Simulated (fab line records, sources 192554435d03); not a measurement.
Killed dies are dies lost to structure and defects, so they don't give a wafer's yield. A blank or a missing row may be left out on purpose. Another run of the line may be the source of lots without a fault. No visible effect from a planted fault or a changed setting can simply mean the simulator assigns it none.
Code-filled problem report in 8D (eight disciplines) form + flow n5_finfet + the parts of the form that need people (team, actions taken, sign-off) are left out

== 1. THE PROBLEM ==
M13_ILD_THK at N5_BEOL_M13_THK_MEAS_01 reads a mean of 574 nm on 9 wafers of 3 lots; wafers without a fault read 837 nm with a standard deviation of 9.9. Measured from the usual mean, that is -27 standard deviations.
Earliest sighting: wafer L127.3 on film_metro-01 at day 14 12:23. Wafers with a number at this step in the record: 27, from 9 lots. Rule for "out" (also "out of limits"): further than 4 standard deviations from the usual mean. All remaining wafers that have a number are taken as sound.

== 2. WHAT IT IS; WHAT IT IS NOT ==
| question                    | is                           | is not                                                                                |
|-----------------------------|------------------------------|---------------------------------------------------------------------------------------|
| which readings at this step | M13_ILD_THK                  | -                                                                                     |
| which lots                  | L127, L128, L129             | L119, L124, L132, L133, L134, L142                                                    |
| which wafers of those lots  | all that have a number       | -                                                                                     |
| read on which gauges        | film_metro-01, film_metro-02 | -                                                                                     |
| when                        | from day 14 12:23            | up to then (6 sound wafers); but 12 sound wafers of L132, L133, L134, L142 came after |

== 3. WHAT RULES OUT EACH SUSPECT ==
Counting: a tool at any process step up to the reading remains a suspect when it ran all the lots that are out and ran no sound lot after the first of those.
- the gauge at N5_BEOL_M13_THK_MEAS_01 has been ruled out. The wafers that are out were read on 2 gauges (film_metro-01, film_metro-02).
- pecvd-04 at N5_BEOL_M13_ILD_DEP_00 (deposits SiOC from DEMS/O2, target thk 837.92 nm, time 166.4 s): kept. It ran every lot that is out, first L127 (day 14 12:14), and no sound lot after that; its last sound lot up to then is L124 (day 13 09:22).
The count leaves pecvd-04 at N5_BEOL_M13_ILD_DEP_00.

== 4. THE CAUSE (what the simulator had put in) ==
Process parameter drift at N5_BEOL_M13_ILD_DEP_00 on pecvd-04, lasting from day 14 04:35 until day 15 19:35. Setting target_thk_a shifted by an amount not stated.
Counting left only this tool.

== 5. THE EFFECT CHAIN, in route order ==
Each row: a reading whose mean over the struck wafers that have a number lies more than 3 standard deviations from the usual. Only readings for which the record gives a usual standard deviation are gone through. hours: the time from each lot's start at the first step in this table that gives one to its start at this step, as a median over the lots. sigmas: the change in usual standard deviations.
| hours | step                    | reading                  | usual      | on struck wafers | change | sigmas |
|-------|-------------------------|--------------------------|------------|------------------|--------|--------|
| 0     | N5_BEOL_M13_THK_MEAS_01 | M13_ILD_THK              | 837 nm     | 574              | -263   | -27    |
| 1     | N5_BEOL_M13_STRIP_63    | oes_product_au           | 0.675 a.u. | 0.700            | +0.025 | +5.4   |
| 1     | N5_BEOL_M13_STRIP_63    | strip_time_to_endpoint_s | 28.2 s     | 49.5             | +21.3  | +19    |
It contains these process steps:
- N5_BEOL_M13_STRIP_63: strips in N2/H2.

== 6. WHAT WOULD HAVE CAUGHT IT SOONER ==
In this record the first reading out of limits at a measuring or inspecting step was taken at day 14 12:23, 8 hours after the fault began at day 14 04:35.
Tool readings at N5_BEOL_M13_ILD_DEP_00 with a usual standard deviation given in the record: none out on any struck wafer, hence no alarm at a limit of 4 standard deviations on them.
Among the 3 lots that are out, L128, L129 began N5_BEOL_M13_ILD_DEP_00 on pecvd-04 after day 14 12:23. A hold on the tool at that time would have spared those 2.
